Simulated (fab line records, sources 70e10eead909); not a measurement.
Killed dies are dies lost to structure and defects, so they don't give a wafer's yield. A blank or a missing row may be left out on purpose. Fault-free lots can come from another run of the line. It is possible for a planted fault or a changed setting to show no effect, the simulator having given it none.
Comparing a struck lot with a sound one	flow nand-harc	14 steps out of a route of 1302
Sound: the wafers L205.1, L205.3, L205.4. Wafers L201.3, L201.5, L201.6 were the ones struck. At the end, the cause is stated.
Each step with rows lists, per side, the tool, then ch with its chambers, then its first start. Under that, the readings that differ: sound wafers	struck wafers	difference of the means	sigmas: that difference in standard deviations of wafers without a fault.
alike: readings with means less than 2 such deviations apart, plus words and numbers identical on both sides. not compared: withheld readings, readings lacking a value on some wafer, bounds such as >300 that could conceal the same value, and numbers that have no deviation in the record and whose values overlap.
Wherever a step has rows on one side only, a row that says differs or no value, or a row with sigmas, the two part there. Numbers that have no deviation but don't overlap get no sigmas and don't part them. A reading missing from all wafers of one side parts the sides only when that side holds two or more wafers.

NHARC_A_DECK1_JOINT_ETCHBACK_00: etches the open film in HBr, target depth 30 nm, time 17.4 s.
  sound on rie-si-03 ch 0,1,3, day 20 12:14; struck on rie-si-06 ch 1,2, day 19 05:21
  alike: drypump-motor-current-A, oes-product-au, throttle-valve-pct
  not compared: rf-hours-counter-h
then, 8 steps without rows for these wafers: NHARC_A_DECK1_JOINT_PRECLEAN_30 (cleans in SC1); NHARC_A_DECK1_JOINT_SRD_31; NHARC_A_DECK1_JOINT_CVD_34 (deposits SiNx, target thk 20 nm); NHARC_A_DECK1_JOINT_DEP_06 (deposits SiOx, target thk 80 nm); NHARC_A_DECK1_JOINT_CURE_26 (time 32 s); NHARC_A_DECK1_JOINT_ANNEAL_27 (time 3600 s); NHARC_A_DECK1_JOINT_ANNEAL_28 (time 1800 s); NHARC_A_DECK1_JOINT_ANNEAL_29 (time 1800 s).
NHARC_A_DECK1_JOINT_CMP_02: polishes SiOx.
  sound on cmp-01 ch 0,1,3, day 21 16:02; struck on cmp-01 ch 0,1, day 20 13:16
  alike: motor-current-A
then, 1 step without rows for these wafers: NHARC_A_DECK1_JOINT_SRD_15.
NHARC_A_DECK1_JOINT_DEP_16: deposits SiO2, target thk 45 nm.
  sound on pecvd-02 ch 0,1, day 21 16:32; struck on pecvd-01 ch 0,2, day 20 13:41
reading	sound	struck	difference	sigmas
rf-fwd-power-W (W)	894.1 903.9 894.1	1253.5 1259.1 1257.9	+359.5	+99 or more
showerhead-vpp-V (V)	1662 1936 1652	2407 2393 2374	+641	+5
  alike: chamber-pressure-Torr, heater-power-w, mfc-precursor-sccm, throttle-valve-pct
NHARC_A_DECK1_JOINT_THK_MEAS_17: measures by ellipsometry.
  sound on film-metro-02, day 21 16:55; struck on film-metro-02, day 20 14:05
reading	sound	struck	difference	sigmas
thk-nm (nm)	45.6 46.1 43.7	47.5 49.5 48.5	+3.4	+3
  not compared: hold
NHARC_A_DECK1_JOINT_INSPECT_05:
  sound on defect-inspect-01, day 21 16:56; struck on defect-inspect-01, day 20 17:16
reading	sound	struck	difference	sigmas
hold	- - -	await-dispo/3.1h/release await-dispo/3.1h/release await-dispo/3.1h/release	no value on the sound wafers	
  alike: raw-defect-count

WHERE THEY PART
Last at NHARC_A_DECK1_JOINT_INSPECT_05 as far as this record goes, first at NHARC_A_DECK1_JOINT_DEP_16.

WHY: whatever the simulator had introduced
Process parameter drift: pecvd-01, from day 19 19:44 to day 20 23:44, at NHARC_A_DECK1_JOINT_DEP_16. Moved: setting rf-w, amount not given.
